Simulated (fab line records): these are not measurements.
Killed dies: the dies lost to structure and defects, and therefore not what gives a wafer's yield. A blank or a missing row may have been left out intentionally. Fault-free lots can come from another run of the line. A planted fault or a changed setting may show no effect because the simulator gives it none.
Matching of chambers | flow nand-harc | 3 sister chambers for NHARC_P_M1_PRE_CLEAN_32 on pecvd-01
The step time 12 s. 14 wafers are shown with their chamber, then 7 later ones without.

EACH WAFER AND ITS CHAMBER
wafer  | chamber | heater-power-w (W)
L328.1 | 0       | 646
L328.4 | 0       | 623
L328.5 | 2       | 692
L331.1 | 0       | 569
L331.2 | 1       | 673
L331.6 | 0       | 581
L334.1 | 0       | 579
L334.4 | 2       | 696
L334.5 | 0       | 572
L335.3 | 1       | 658
L335.4 | 0       | 630
L335.5 | 1       | 654
L336.3 | 1       | 582
L336.4 | 0       | 553

SIGNATURES, as means of the wafers listed above
reading        | chamber 0 | chamber 1 | chamber 2 | scatter within a chamber
heater-power-w | 594.12    | 641.75    | 694.00    | 34.4
Rule: for each reading, subtract the chamber's mean from the wafer's reading, divide by that reading's scatter and square the result; add these up over the readings and take the root, which gives the wafer's distance from the chamber. If the next closest chamber is less than 2 further off than the closest, the wafer can't be placed; otherwise it belongs to the closest. How the scatter is found: for the shown wafers, subtract from each reading the mean of its chamber, square and add these, divide the total by (wafers less chambers), then take the root.

WAFERS WITH NO CHAMBER GIVEN
wafer  | heater-power-w (W)
L336.6 | 664
L345.2 | 729
L345.4 | 629
L345.6 | 711
L350.1 | 672
L350.3 | 715
L350.5 | 709

WHICH CHAMBER EACH WENT THROUGH
wafer  | from the rows above          | in truth
L336.6 | can't be placed: 1 or 2 or 0 | 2
L345.2 | can't be placed: 2 or 1      | 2
L345.4 | can't be placed: 1 or 0 or 2 | 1
L345.6 | can't be placed: 2 or 1      | 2
L350.1 | can't be placed: 2 or 1 or 0 | 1
L350.3 | can't be placed: 2 or 1      | 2
L350.5 | can't be placed: 2 or 1      | 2
Correct placement for 0 of the 7. Not placeable from these rows: 7 (in 7, the candidates include the true chamber). Number placed wrongly: 0.
